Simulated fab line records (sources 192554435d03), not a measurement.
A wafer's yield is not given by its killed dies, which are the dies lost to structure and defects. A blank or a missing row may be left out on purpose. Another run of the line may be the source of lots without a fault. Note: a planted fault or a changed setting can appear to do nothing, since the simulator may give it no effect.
Which tool did it? || flow n5 finfet || 24 lots, 72 wafers sampled, at 5 steps of a route of 1938

== WHAT THE GAUGES SHOWED, per wafer ==
N5_BEOL_M8_INSPECT_58: inspects for defects (darkfield). Usual: raw defect count reads 70 (standard deviation 19).
{"lot": "L074", "measured": "day 9 08:46", "on": "defect inspect-02", "raw defect count": "83 64 82", "flag": ""}
{"lot": "L075", "measured": "day 9 16:10", "on": "defect inspect-01", "raw defect count": "51 80 85", "flag": ""}
{"lot": "L076", "measured": "day 10 13:02", "on": "defect inspect-02", "raw defect count": "40 53 45", "flag": ""}
{"lot": "L080", "measured": "day 11 04:28", "on": "defect inspect-02", "raw defect count": "93 63 114", "flag": ""}
{"lot": "L078", "measured": "day 11 06:32", "on": "defect inspect-01", "raw defect count": "69 52 88", "flag": ""}
{"lot": "L077", "measured": "day 11 06:57", "on": "defect inspect-02", "raw defect count": "80 77 64", "flag": ""}
{"lot": "L079", "measured": "day 11 07:59", "on": "defect inspect-01", "raw defect count": "46 42 39", "flag": ""}
{"lot": "L082", "measured": "day 11 08:59", "on": "defect inspect-01", "raw defect count": "74 127 90", "flag": ""}
{"lot": "L083", "measured": "day 11 10:23", "on": "defect inspect-02", "raw defect count": "53 70 81", "flag": ""}
{"lot": "L081", "measured": "day 11 17:45", "on": "defect inspect-02", "raw defect count": "87 59 54", "flag": ""}
{"lot": "L084", "measured": "day 12 13:39", "on": "defect inspect-01", "raw defect count": "82 83 113", "flag": ""}
{"lot": "L085", "measured": "day 12 18:23", "on": "defect inspect-01", "raw defect count": "52 75 42", "flag": ""}
{"lot": "L086", "measured": "day 13 05:22", "on": "defect inspect-02", "raw defect count": "76 98 58", "flag": ""}
{"lot": "L088", "measured": "day 13 07:34", "on": "defect inspect-02", "raw defect count": "63 46 65", "flag": ""}
{"lot": "L087", "measured": "day 13 12:47", "on": "defect inspect-01", "raw defect count": "58 49 77", "flag": ""}
{"lot": "L089", "measured": "day 14 00:14", "on": "defect inspect-02", "raw defect count": "66 67 70", "flag": ""}
{"lot": "L090", "measured": "day 14 03:47", "on": "defect inspect-02", "raw defect count": "46 85 52", "flag": ""}
{"lot": "L091", "measured": "day 14 08:29", "on": "defect inspect-02", "raw defect count": "77 100 74", "flag": ""}
{"lot": "L092", "measured": "day 14 08:46", "on": "defect inspect-02", "raw defect count": "67 65 80", "flag": ""}
{"lot": "L093", "measured": "day 14 16:24", "on": "defect inspect-02", "raw defect count": "91 50 81", "flag": ""}
{"lot": "L094", "measured": "day 14 23:40", "on": "defect inspect-02", "raw defect count": "43 54 59", "flag": ""}
{"lot": "L095", "measured": "day 15 04:34", "on": "defect inspect-02", "raw defect count": "72 52 43", "flag": ""}
{"lot": "L096", "measured": "day 15 19:16", "on": "defect inspect-02", "raw defect count": "65 93 67", "flag": ""}
{"lot": "L097", "measured": "day 16 00:54", "on": "defect inspect-02", "raw defect count": "80 55 71", "flag": ""}

== TOOL THAT RAN EACH LOT (tool first, then ch and the chambers of the sampled wafers, then the start) ==
{"lot": "L074", "N5_BEOL_M8_ILD_DEP_00": "pecvd-03 ch 0,1, day 9 00:02", "N5_BEOL_M8_HM_DEP_02": "pvd sputter-02, day 9 00:49", "N5_BEOL_M8_ALD_77": "ald metal-02 ch 0,1, day 9 07:01", "N5_BEOL_M8_SURFACE_TREAT_79": "pvd sputter-02, day 9 07:19"}
{"lot": "L075", "N5_BEOL_M8_ILD_DEP_00": "pecvd-03 ch 0,1,2, day 9 08:29", "N5_BEOL_M8_HM_DEP_02": "pvd sputter-01, day 9 12:07", "N5_BEOL_M8_ALD_77": "ald metal-03 ch 1,2, day 9 14:43", "N5_BEOL_M8_SURFACE_TREAT_79": "pvd sputter-03, day 9 15:00"}
{"lot": "L076", "N5_BEOL_M8_ILD_DEP_00": "pecvd-01 ch 1,2, day 10 00:37", "N5_BEOL_M8_HM_DEP_02": "pvd sputter-02, day 10 05:23", "N5_BEOL_M8_ALD_77": "ald metal-04 ch 2,3, day 10 10:23", "N5_BEOL_M8_SURFACE_TREAT_79": "pvd sputter-01, day 10 10:44"}
{"lot": "L080", "N5_BEOL_M8_ILD_DEP_00": "pecvd-04 ch 1,2, day 10 22:56", "N5_BEOL_M8_HM_DEP_02": "pvd sputter-03, day 10 23:58", "N5_BEOL_M8_ALD_77": "ald metal-04 ch 0,1, day 11 02:42", "N5_BEOL_M8_SURFACE_TREAT_79": "pvd sputter-03, day 11 03:01"}
{"lot": "L078", "N5_BEOL_M8_ILD_DEP_00": "pecvd-04 ch 0,1, day 10 23:47", "N5_BEOL_M8_HM_DEP_02": "pvd sputter-02, day 11 01:34", "N5_BEOL_M8_ALD_77": "ald metal-02 ch 1,2,3, day 11 04:37", "N5_BEOL_M8_SURFACE_TREAT_79": "pvd sputter-01, day 11 05:10"}
{"lot": "L077", "N5_BEOL_M8_ILD_DEP_00": "pecvd-03 ch 1,2, day 11 00:00", "N5_BEOL_M8_HM_DEP_02": "pvd sputter-02, day 11 01:43", "N5_BEOL_M8_ALD_77": "ald metal-02 ch 0,2,3, day 11 05:25", "N5_BEOL_M8_SURFACE_TREAT_79": "pvd sputter-01, day 11 05:44"}
{"lot": "L079", "N5_BEOL_M8_ILD_DEP_00": "pecvd-01 ch 1,2, day 11 00:14", "N5_BEOL_M8_HM_DEP_02": "pvd sputter-01, day 11 02:02", "N5_BEOL_M8_ALD_77": "ald metal-02 ch 0,2, day 11 06:09", "N5_BEOL_M8_SURFACE_TREAT_79": "pvd sputter-01, day 11 06:28"}
{"lot": "L082", "N5_BEOL_M8_ILD_DEP_00": "pecvd-03 ch 1,2, day 11 00:37", "N5_BEOL_M8_HM_DEP_02": "pvd sputter-03, day 11 02:10", "N5_BEOL_M8_ALD_77": "ald metal-02 ch 0,1,2, day 11 07:23", "N5_BEOL_M8_SURFACE_TREAT_79": "pvd sputter-02, day 11 07:47"}
{"lot": "L083", "N5_BEOL_M8_ILD_DEP_00": "pecvd-03 ch 1,2, day 11 03:59", "N5_BEOL_M8_HM_DEP_02": "pvd sputter-01, day 11 05:19", "N5_BEOL_M8_ALD_77": "ald metal-03 ch 2,3, day 11 08:47", "N5_BEOL_M8_SURFACE_TREAT_79": "pvd sputter-02, day 11 09:05"}
{"lot": "L081", "N5_BEOL_M8_ILD_DEP_00": "pecvd-01 ch 0,1,2, day 11 10:20", "N5_BEOL_M8_HM_DEP_02": "pvd sputter-01, day 11 12:16", "N5_BEOL_M8_ALD_77": "ald metal-02 ch 0,3, day 11 14:59", "N5_BEOL_M8_SURFACE_TREAT_79": "pvd sputter-02, day 11 16:23"}
{"lot": "L084", "N5_BEOL_M8_ILD_DEP_00": "pecvd-03 ch 0,1, day 12 05:37", "N5_BEOL_M8_HM_DEP_02": "pvd sputter-01, day 12 07:13", "N5_BEOL_M8_ALD_77": "ald metal-04 ch 1,2,3, day 12 10:19", "N5_BEOL_M8_SURFACE_TREAT_79": "pvd sputter-01, day 12 11:35"}
{"lot": "L085", "N5_BEOL_M8_ILD_DEP_00": "pecvd-04 ch 0,1,2, day 12 10:29", "N5_BEOL_M8_HM_DEP_02": "pvd sputter-03, day 12 12:31", "N5_BEOL_M8_ALD_77": "ald metal-04 ch 1,2, day 12 16:46", "N5_BEOL_M8_SURFACE_TREAT_79": "pvd sputter-02, day 12 17:04"}
{"lot": "L086", "N5_BEOL_M8_ILD_DEP_00": "pecvd-04 ch 0,1, day 12 17:48", "N5_BEOL_M8_HM_DEP_02": "pvd sputter-01, day 12 20:27", "N5_BEOL_M8_ALD_77": "ald metal-02 ch 0,3, day 13 03:09", "N5_BEOL_M8_SURFACE_TREAT_79": "pvd sputter-02, day 13 03:36"}
{"lot": "L088", "N5_BEOL_M8_ILD_DEP_00": "pecvd-01 ch 0,1,2, day 12 22:26", "N5_BEOL_M8_HM_DEP_02": "pvd sputter-02, day 13 02:12", "N5_BEOL_M8_ALD_77": "ald metal-02 ch 0,1,3, day 13 05:27", "N5_BEOL_M8_SURFACE_TREAT_79": "pvd sputter-01, day 13 05:46"}
{"lot": "L087", "N5_BEOL_M8_ILD_DEP_00": "pecvd-01 ch 0,1,2, day 13 04:59", "N5_BEOL_M8_HM_DEP_02": "pvd sputter-01, day 13 05:49", "N5_BEOL_M8_ALD_77": "ald metal-02 ch 1,3, day 13 11:17", "N5_BEOL_M8_SURFACE_TREAT_79": "pvd sputter-01, day 13 11:35"}
{"lot": "L089", "N5_BEOL_M8_ILD_DEP_00": "pecvd-01 ch 0,1,2, day 13 17:16", "N5_BEOL_M8_HM_DEP_02": "pvd sputter-01, day 13 18:31", "N5_BEOL_M8_ALD_77": "ald metal-03 ch 0,2,3, day 13 22:15", "N5_BEOL_M8_SURFACE_TREAT_79": "pvd sputter-01, day 13 22:33"}
{"lot": "L090", "N5_BEOL_M8_ILD_DEP_00": "pecvd-01 ch 0,1, day 13 20:38", "N5_BEOL_M8_HM_DEP_02": "pvd sputter-02, day 13 22:03", "N5_BEOL_M8_ALD_77": "ald metal-02 ch 1,2,3, day 14 02:11", "N5_BEOL_M8_SURFACE_TREAT_79": "pvd sputter-01, day 14 02:28"}
{"lot": "L091", "N5_BEOL_M8_ILD_DEP_00": "pecvd-01 ch 0,1,2, day 14 00:46", "N5_BEOL_M8_HM_DEP_02": "pvd sputter-03, day 14 01:59", "N5_BEOL_M8_ALD_77": "ald metal-04 ch 0,2, day 14 06:47", "N5_BEOL_M8_SURFACE_TREAT_79": "pvd sputter-01, day 14 07:05"}
{"lot": "L092", "N5_BEOL_M8_ILD_DEP_00": "pecvd-04 ch 0,2, day 14 01:08", "N5_BEOL_M8_HM_DEP_02": "pvd sputter-01, day 14 02:09", "N5_BEOL_M8_ALD_77": "ald metal-03 ch 0,1,3, day 14 07:00", "N5_BEOL_M8_SURFACE_TREAT_79": "pvd sputter-01, day 14 07:17"}
{"lot": "L093", "N5_BEOL_M8_ILD_DEP_00": "pecvd-01 ch 0,1,2, day 14 05:56", "N5_BEOL_M8_HM_DEP_02": "pvd sputter-01, day 14 06:56", "N5_BEOL_M8_ALD_77": "ald metal-02 ch 0,2, day 14 12:50", "N5_BEOL_M8_SURFACE_TREAT_79": "pvd sputter-02, day 14 15:05"}
{"lot": "L094", "N5_BEOL_M8_ILD_DEP_00": "pecvd-03 ch 0,2, day 14 17:57", "N5_BEOL_M8_HM_DEP_02": "pvd sputter-02, day 14 18:49", "N5_BEOL_M8_ALD_77": "ald metal-04 ch 0,1,3, day 14 21:56", "N5_BEOL_M8_SURFACE_TREAT_79": "pvd sputter-02, day 14 22:13"}
{"lot": "L095", "N5_BEOL_M8_ILD_DEP_00": "pecvd-01 ch 0,1, day 14 22:58", "N5_BEOL_M8_HM_DEP_02": "pvd sputter-02, day 15 00:20", "N5_BEOL_M8_ALD_77": "ald metal-04 ch 0,2,3, day 15 03:08", "N5_BEOL_M8_SURFACE_TREAT_79": "pvd sputter-02, day 15 03:25"}
{"lot": "L096", "N5_BEOL_M8_ILD_DEP_00": "pecvd-04 ch 0,2, day 15 08:05", "N5_BEOL_M8_HM_DEP_02": "pvd sputter-03, day 15 09:38", "N5_BEOL_M8_ALD_77": "ald metal-03 ch 0,2,3, day 15 16:43", "N5_BEOL_M8_SURFACE_TREAT_79": "pvd sputter-02, day 15 18:00"}
{"lot": "L097", "N5_BEOL_M8_ILD_DEP_00": "pecvd-04 ch 0,2, day 15 10:02", "N5_BEOL_M8_HM_DEP_02": "pvd sputter-01, day 15 13:18", "N5_BEOL_M8_ALD_77": "ald metal-03 ch 0,2, day 15 23:20", "N5_BEOL_M8_SURFACE_TREAT_79": "pvd sputter-02, day 15 23:41"}
- N5_BEOL_M8_ILD_DEP_00: deposits SiCOH lowk from DEMS/porogen, target thk 179.75 nm, time 33.4 s.
- N5_BEOL_M8_HM_DEP_02: deposits TiN, target thk 20 nm.
- N5_BEOL_M8_ALD_77: deposits TaN, target thk 2 nm, pulse time 2 s, purge time 3 s.
- N5_BEOL_M8_SURFACE_TREAT_79

== WHAT THE TOOLS THEMSELVES READ (means of the sampled wafers that have a number; where no wafer has one, the mark that the record gives instead) ==
N5_BEOL_M8_ILD_DEP_00. Usual: heater power w 325 W, standard deviation 54; showerhead plenum p Torr 5.746 Torr, standard deviation 0.018; throttle valve pct 13.5 %, standard deviation 0.69.
{"lot": "L074", "tool": "pecvd-03", "heater power w (W)": 271, "showerhead plenum p Torr (Torr)": 5.736, "throttle valve pct (%)": 14.4, "flag": ""}
{"lot": "L075", "tool": "pecvd-03", "heater power w (W)": 277, "showerhead plenum p Torr (Torr)": 5.752, "throttle valve pct (%)": 13.9, "flag": ""}
{"lot": "L076", "tool": "pecvd-01", "heater power w (W)": 375, "showerhead plenum p Torr (Torr)": 5.753, "throttle valve pct (%)": 13.1, "flag": ""}
{"lot": "L080", "tool": "pecvd-04", "heater power w (W)": 326, "showerhead plenum p Torr (Torr)": 5.722, "throttle valve pct (%)": 13.1, "flag": ""}
{"lot": "L078", "tool": "pecvd-04", "heater power w (W)": 334, "showerhead plenum p Torr (Torr)": 5.738, "throttle valve pct (%)": 13.5, "flag": ""}
{"lot": "L077", "tool": "pecvd-03", "heater power w (W)": 267, "showerhead plenum p Torr (Torr)": 5.758, "throttle valve pct (%)": 14.3, "flag": ""}
{"lot": "L079", "tool": "pecvd-01", "heater power w (W)": 345, "showerhead plenum p Torr (Torr)": 5.764, "throttle valve pct (%)": 12.9, "flag": ""}
{"lot": "L082", "tool": "pecvd-03", "heater power w (W)": 264, "showerhead plenum p Torr (Torr)": 5.727, "throttle valve pct (%)": 14.4, "flag": ""}
{"lot": "L083", "tool": "pecvd-03", "heater power w (W)": 273, "showerhead plenum p Torr (Torr)": 5.749, "throttle valve pct (%)": 14.3, "flag": ""}
{"lot": "L081", "tool": "pecvd-01", "heater power w (W)": 328, "showerhead plenum p Torr (Torr)": 5.748, "throttle valve pct (%)": 13.3, "flag": ""}
{"lot": "L084", "tool": "pecvd-03", "heater power w (W)": 280, "showerhead plenum p Torr (Torr)": 5.734, "throttle valve pct (%)": 13.7, "flag": ""}
{"lot": "L085", "tool": "pecvd-04", "heater power w (W)": 313, "showerhead plenum p Torr (Torr)": 5.729, "throttle valve pct (%)": 13.3, "flag": ""}
{"lot": "L086", "tool": "pecvd-04", "heater power w (W)": 380, "showerhead plenum p Torr (Torr)": 5.743, "throttle valve pct (%)": 13.3, "flag": ""}
{"lot": "L088", "tool": "pecvd-01", "heater power w (W)": 354, "showerhead plenum p Torr (Torr)": 5.763, "throttle valve pct (%)": 13.3, "flag": ""}
{"lot": "L087", "tool": "pecvd-01", "heater power w (W)": 350, "showerhead plenum p Torr (Torr)": 5.757, "throttle valve pct (%)": 13.2, "flag": ""}
{"lot": "L089", "tool": "pecvd-01", "heater power w (W)": 336, "showerhead plenum p Torr (Torr)": 5.757, "throttle valve pct (%)": 13.2, "flag": ""}
{"lot": "L090", "tool": "pecvd-01", "heater power w (W)": 367, "showerhead plenum p Torr (Torr)": 5.750, "throttle valve pct (%)": 13.8, "flag": ""}
{"lot": "L091", "tool": "pecvd-01", "heater power w (W)": 335, "showerhead plenum p Torr (Torr)": 5.752, "throttle valve pct (%)": 13.3, "flag": ""}
{"lot": "L092", "tool": "pecvd-04", "heater power w (W)": 371, "showerhead plenum p Torr (Torr)": 5.727, "throttle valve pct (%)": 13.0, "flag": ""}
{"lot": "L093", "tool": "pecvd-01", "heater power w (W)": 329, "showerhead plenum p Torr (Torr)": 5.754, "throttle valve pct (%)": 13.3, "flag": ""}
{"lot": "L094", "tool": "pecvd-03", "heater power w (W)": 291, "showerhead plenum p Torr (Torr)": 5.738, "throttle valve pct (%)": 13.6, "flag": ""}
{"lot": "L095", "tool": "pecvd-01", "heater power w (W)": 364, "showerhead plenum p Torr (Torr)": 5.753, "throttle valve pct (%)": 13.7, "flag": ""}
{"lot": "L096", "tool": "pecvd-04", "heater power w (W)": 366, "showerhead plenum p Torr (Torr)": 5.734, "throttle valve pct (%)": 12.9, "flag": ""}
{"lot": "L097", "tool": "pecvd-04", "heater power w (W)": 386, "showerhead plenum p Torr (Torr)": 5.728, "throttle valve pct (%)": 12.9, "flag": ""}

N5_BEOL_M8_HM_DEP_02. Usual: throttle valve pct reads 30.0 % (standard deviation 1.2).
{"lot": "L074", "tool": "pvd sputter-02", "throttle valve pct (%)": 30.9, "flag": ""}
{"lot": "L075", "tool": "pvd sputter-01", "throttle valve pct (%)": 30.5, "flag": ""}
{"lot": "L076", "tool": "pvd sputter-02", "throttle valve pct (%)": 30.9, "flag": ""}
{"lot": "L080", "tool": "pvd sputter-03", "throttle valve pct (%)": 29.6, "flag": ""}
{"lot": "L078", "tool": "pvd sputter-02", "throttle valve pct (%)": 30.9, "flag": ""}
{"lot": "L077", "tool": "pvd sputter-02", "throttle valve pct (%)": 30.2, "flag": ""}
{"lot": "L079", "tool": "pvd sputter-01", "throttle valve pct (%)": 29.7, "flag": ""}
{"lot": "L082", "tool": "pvd sputter-03", "throttle valve pct (%)": 29.8, "flag": ""}
{"lot": "L083", "tool": "pvd sputter-01", "throttle valve pct (%)": 29.9, "flag": ""}
{"lot": "L081", "tool": "pvd sputter-01", "throttle valve pct (%)": 30.0, "flag": ""}
{"lot": "L084", "tool": "pvd sputter-01", "throttle valve pct (%)": 30.0, "flag": ""}
{"lot": "L085", "tool": "pvd sputter-03", "throttle valve pct (%)": 29.4, "flag": ""}
{"lot": "L086", "tool": "pvd sputter-01", "throttle valve pct (%)": 30.6, "flag": ""}
{"lot": "L088", "tool": "pvd sputter-02", "throttle valve pct (%)": 29.9, "flag": ""}
{"lot": "L087", "tool": "pvd sputter-01", "throttle valve pct (%)": 30.3, "flag": ""}
{"lot": "L089", "tool": "pvd sputter-01", "throttle valve pct (%)": 30.2, "flag": ""}
{"lot": "L090", "tool": "pvd sputter-02", "throttle valve pct (%)": 30.1, "flag": ""}
{"lot": "L091", "tool": "pvd sputter-03", "throttle valve pct (%)": 29.4, "flag": ""}
{"lot": "L092", "tool": "pvd sputter-01", "throttle valve pct (%)": 29.7, "flag": ""}
{"lot": "L093", "tool": "pvd sputter-01", "throttle valve pct (%)": 29.2, "flag": ""}
{"lot": "L094", "tool": "pvd sputter-02", "throttle valve pct (%)": 30.4, "flag": ""}
{"lot": "L095", "tool": "pvd sputter-02", "throttle valve pct (%)": 30.0, "flag": ""}
{"lot": "L096", "tool": "pvd sputter-03", "throttle valve pct (%)": 30.4, "flag": ""}
{"lot": "L097", "tool": "pvd sputter-01", "throttle valve pct (%)": 30.6, "flag": ""}

N5_BEOL_M8_ALD_77. Usual: heater power w 402 W, standard deviation 40; precursor vessel pressure torr 26.26 Torr, standard deviation 0.054; precursor vessel temp c 75.00 C, standard deviation 0.13.
{"lot": "L074", "tool": "ald metal-02", "heater power w (W)": 410, "precursor vessel pressure torr (Torr)": 26.27, "precursor vessel temp c (C)": 75.04, "flag": ""}
{"lot": "L075", "tool": "ald metal-03", "heater power w (W)": 460, "precursor vessel pressure torr (Torr)": 26.33, "precursor vessel temp c (C)": 75.02, "flag": ""}
{"lot": "L076", "tool": "ald metal-04", "heater power w (W)": 348, "precursor vessel pressure torr (Torr)": 26.22, "precursor vessel temp c (C)": 74.98, "flag": ""}
{"lot": "L080", "tool": "ald metal-04", "heater power w (W)": 448, "precursor vessel pressure torr (Torr)": 26.23, "precursor vessel temp c (C)": 75.02, "flag": ""}
{"lot": "L078", "tool": "ald metal-02", "heater power w (W)": 410, "precursor vessel pressure torr (Torr)": 26.34, "precursor vessel temp c (C)": 75.08, "flag": ""}
{"lot": "L077", "tool": "ald metal-02", "heater power w (W)": 400, "precursor vessel pressure torr (Torr)": 26.22, "precursor vessel temp c (C)": 75.11, "flag": ""}
{"lot": "L079", "tool": "ald metal-02", "heater power w (W)": 401, "precursor vessel pressure torr (Torr)": 26.31, "precursor vessel temp c (C)": 74.79, "flag": ""}
{"lot": "L082", "tool": "ald metal-02", "heater power w (W)": 403, "precursor vessel pressure torr (Torr)": 26.28, "precursor vessel temp c (C)": 75.06, "flag": ""}
{"lot": "L083", "tool": "ald metal-03", "heater power w (W)": 429, "precursor vessel pressure torr (Torr)": 26.24, "precursor vessel temp c (C)": 75.01, "flag": ""}
{"lot": "L081", "tool": "ald metal-02", "heater power w (W)": 396, "precursor vessel pressure torr (Torr)": 26.25, "precursor vessel temp c (C)": 74.97, "flag": ""}
{"lot": "L084", "tool": "ald metal-04", "heater power w (W)": 383, "precursor vessel pressure torr (Torr)": 26.24, "precursor vessel temp c (C)": 75.06, "flag": ""}
{"lot": "L085", "tool": "ald metal-04", "heater power w (W)": 423, "precursor vessel pressure torr (Torr)": 26.28, "precursor vessel temp c (C)": 74.93, "flag": ""}
{"lot": "L086", "tool": "ald metal-02", "heater power w (W)": 390, "precursor vessel pressure torr (Torr)": 26.25, "precursor vessel temp c (C)": 74.89, "flag": ""}
{"lot": "L088", "tool": "ald metal-02", "heater power w (W)": 404, "precursor vessel pressure torr (Torr)": 26.26, "precursor vessel temp c (C)": 74.96, "flag": ""}
{"lot": "L087", "tool": "ald metal-02", "heater power w (W)": 405, "precursor vessel pressure torr (Torr)": 26.32, "precursor vessel temp c (C)": 74.93, "flag": ""}
{"lot": "L089", "tool": "ald metal-03", "heater power w (W)": 396, "precursor vessel pressure torr (Torr)": 26.22, "precursor vessel temp c (C)": 74.93, "flag": ""}
{"lot": "L090", "tool": "ald metal-02", "heater power w (W)": 410, "precursor vessel pressure torr (Torr)": 26.28, "precursor vessel temp c (C)": 74.91, "flag": ""}
{"lot": "L091", "tool": "ald metal-04", "heater power w (W)": 414, "precursor vessel pressure torr (Torr)": 26.27, "precursor vessel temp c (C)": 74.91, "flag": ""}
{"lot": "L092", "tool": "ald metal-03", "heater power w (W)": 374, "precursor vessel pressure torr (Torr)": 26.25, "precursor vessel temp c (C)": 75.06, "flag": ""}
{"lot": "L093", "tool": "ald metal-02", "heater power w (W)": 401, "precursor vessel pressure torr (Torr)": 26.22, "precursor vessel temp c (C)": 74.92, "flag": ""}
{"lot": "L094", "tool": "ald metal-04", "heater power w (W)": 409, "precursor vessel pressure torr (Torr)": 26.27, "precursor vessel temp c (C)": 75.11, "flag": ""}
{"lot": "L095", "tool": "ald metal-04", "heater power w (W)": 378, "precursor vessel pressure torr (Torr)": 26.26, "precursor vessel temp c (C)": 75.05, "flag": ""}
{"lot": "L096", "tool": "ald metal-03", "heater power w (W)": 392, "precursor vessel pressure torr (Torr)": 26.30, "precursor vessel temp c (C)": 75.00, "flag": ""}
{"lot": "L097", "tool": "ald metal-03", "heater power w (W)": 410, "precursor vessel pressure torr (Torr)": 26.27, "precursor vessel temp c (C)": 75.02, "flag": ""}

== THE ANSWER, worked out from the rows above alone ==
Rule: lot off if the mean of its wafers having a number is beyond 3 standard deviations from the usual mean. A lot without any number at a reading at which 4 lots or more have one is off too. All remaining lots with rows at the step are treated as sound. After the gauges, taken in route order, come the tools' own readings; for these a lot's mean is taken, as printed above. At the first step where some lot is off, the reading lying furthest off is the one used; lots without a number count as furthest.
Across all readings shown, no lot is off: no conclusion can be drawn from this.

== WHAT THE SIMULATOR PUT IN ==
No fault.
